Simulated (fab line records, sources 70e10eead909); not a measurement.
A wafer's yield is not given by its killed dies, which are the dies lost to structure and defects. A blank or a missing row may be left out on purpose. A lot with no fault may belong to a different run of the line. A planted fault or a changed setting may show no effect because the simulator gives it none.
Matching of chambers || flow nand_harc || 3 sister chambers for NHARC_A_CONTACT_DEP_29 on pecvd-01
The step deposits SiON, target thk 100 nm. 20 wafers are shown with their chamber, then 10 later ones without.

## WAFERS WITH THEIR CHAMBER
{"wafer": "L079.3", "chamber": 0, "heater_power_w (W)": 601}
{"wafer": "L079.4", "chamber": 1, "heater_power_w (W)": 695}
{"wafer": "L079.6", "chamber": 2, "heater_power_w (W)": 683}
{"wafer": "L081.2", "chamber": 2, "heater_power_w (W)": 686}
{"wafer": "L081.4", "chamber": 1, "heater_power_w (W)": 740}
{"wafer": "L081.5", "chamber": 2, "heater_power_w (W)": 693}
{"wafer": "L080.2", "chamber": 1, "heater_power_w (W)": 700}
{"wafer": "L080.4", "chamber": 1, "heater_power_w (W)": 705}
{"wafer": "L080.5", "chamber": 0, "heater_power_w (W)": 685}
{"wafer": "L083.2", "chamber": 2, "heater_power_w (W)": 612}
{"wafer": "L083.3", "chamber": 1, "heater_power_w (W)": 633}
{"wafer": "L083.5", "chamber": 0, "heater_power_w (W)": 675}
{"wafer": "L084.1", "chamber": 1, "heater_power_w (W)": 680}
{"wafer": "L084.2", "chamber": 2, "heater_power_w (W)": 714}
{"wafer": "L084.3", "chamber": 0, "heater_power_w (W)": 701}
{"wafer": "L086.2", "chamber": 0, "heater_power_w (W)": 637}
{"wafer": "L086.4", "chamber": 1, "heater_power_w (W)": 619}
{"wafer": "L086.6", "chamber": 0, "heater_power_w (W)": 649}
{"wafer": "L089.2", "chamber": 0, "heater_power_w (W)": 617}
{"wafer": "L089.4", "chamber": 2, "heater_power_w (W)": 736}

SIGNATURES (averages over the wafers above)
{"reading": "heater_power_w", "chamber 0": 652.14, "chamber 1": 681.71, "chamber 2": 687.33, "scatter within a chamber": 40.3}
Rule: distance of a wafer from a chamber = root of the sum over the readings of ((wafer's reading minus chamber's mean) / reading's scatter) squared. If the next closest chamber is less than 2 further off than the closest, the wafer can't be placed; otherwise it belongs to the closest. The scatter: take each reading less its chamber's mean, square it, sum over the shown wafers, divide by the number of wafers less the number of chambers, and take the root.

## WAFERS MISSING THEIR CHAMBER
{"wafer": "L089.5", "heater_power_w (W)": 685}
{"wafer": "L090.1", "heater_power_w (W)": 617}
{"wafer": "L090.2", "heater_power_w (W)": 685}
{"wafer": "L090.3", "heater_power_w (W)": 587}
{"wafer": "L092.1", "heater_power_w (W)": 664}
{"wafer": "L092.3", "heater_power_w (W)": 673}
{"wafer": "L092.5", "heater_power_w (W)": 710}
{"wafer": "L096.4", "heater_power_w (W)": 740}
{"wafer": "L096.5", "heater_power_w (W)": 708}
{"wafer": "L096.6", "heater_power_w (W)": 718}

## THE CHAMBER EACH PASSED THROUGH
{"wafer": "L089.5", "from the rows above": "can't be placed: 2 or 1 or 0", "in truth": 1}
{"wafer": "L090.1", "from the rows above": "can't be placed: 0 or 1 or 2", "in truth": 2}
{"wafer": "L090.2", "from the rows above": "can't be placed: 2 or 1 or 0", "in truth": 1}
{"wafer": "L090.3", "from the rows above": "can't be placed: 0 or 1 or 2", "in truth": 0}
{"wafer": "L092.1", "from the rows above": "can't be placed: 0 or 1 or 2", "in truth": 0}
{"wafer": "L092.3", "from the rows above": "can't be placed: 1 or 2 or 0", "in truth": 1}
{"wafer": "L092.5", "from the rows above": "can't be placed: 2 or 1 or 0", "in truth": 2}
{"wafer": "L096.4", "from the rows above": "can't be placed: 2 or 1 or 0", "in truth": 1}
{"wafer": "L096.5", "from the rows above": "can't be placed: 2 or 1 or 0", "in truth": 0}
{"wafer": "L096.6", "from the rows above": "can't be placed: 2 or 1 or 0", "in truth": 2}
Correct placement for 0 of the 10. Cannot be placed on the basis of these rows: 10; the candidates contain the true chamber in 10. 0 placed wrongly.
